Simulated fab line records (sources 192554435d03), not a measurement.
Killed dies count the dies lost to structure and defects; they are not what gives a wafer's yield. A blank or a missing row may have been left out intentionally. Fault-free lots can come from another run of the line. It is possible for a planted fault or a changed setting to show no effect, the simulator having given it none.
Matching of chambers :: flow n5Finfet :: aldHk-01 running N5_HKMG_FIN_ALD_74: 4 sister chambers
The step deposits La2O3, target thk 0.5 nm, pulse time 6 s, co reactant pulse time 1 s. 4 wafers are shown with their chamber, then 9 later ones without.

== EACH WAFER AND ITS CHAMBER ==
wafer: L089.1
chamber: 1
heaterPowerW (W): 356

wafer: L090.1
chamber: 0
heaterPowerW (W): 365

wafer: L090.4
chamber: 3
heaterPowerW (W): 350

wafer: L090.6
chamber: 2
heaterPowerW (W): 328

== WAFERS WITHOUT THEIR CHAMBER ==
wafer: L092.2
heaterPowerW (W): 342

wafer: L092.3
heaterPowerW (W): 359

wafer: L092.5
heaterPowerW (W): 362

wafer: L093.2
heaterPowerW (W): 332

wafer: L093.4
heaterPowerW (W): 354

wafer: L093.6
heaterPowerW (W): 351

wafer: L096.1
heaterPowerW (W): 349

wafer: L096.3
heaterPowerW (W): 347

wafer: L096.4
heaterPowerW (W): 337

== WHICH CHAMBER EACH WENT THROUGH ==
wafer: L092.2
from the rows above: can't be placed: 3 or 1 or 2
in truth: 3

wafer: L092.3
from the rows above: can't be placed: 1 or 0 or 3
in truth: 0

wafer: L092.5
from the rows above: can't be placed: 0 or 1 or 3
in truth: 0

wafer: L093.2
from the rows above: 2
in truth: 2

wafer: L093.4
from the rows above: can't be placed: 1 or 3 or 0
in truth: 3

wafer: L093.6
from the rows above: can't be placed: 3 or 1
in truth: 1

wafer: L096.1
from the rows above: can't be placed: 3 or 1
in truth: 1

wafer: L096.3
from the rows above: can't be placed: 3 or 1
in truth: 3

wafer: L096.4
from the rows above: can't be placed: 2 or 3
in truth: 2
Correctly placed: 1 of 9. Cannot be placed on the basis of these rows: 8; the candidates contain the true chamber in 8. Placed wrongly: 0.
How it was worked out, from the rows above alone: a wafer's distance from a chamber is the root of the sum, over the readings, of the square of ((its reading less the chamber's mean) divided by the reading's scatter). The wafer belongs to the nearest chamber; if the next one is less than 2 further off, it can't be placed. For every chamber, the mean is computed from those of its wafers that are shown. The scatter: root of mean squared gap, hidden wafer to nearest shown wafer, with one shown wafer a chamber.
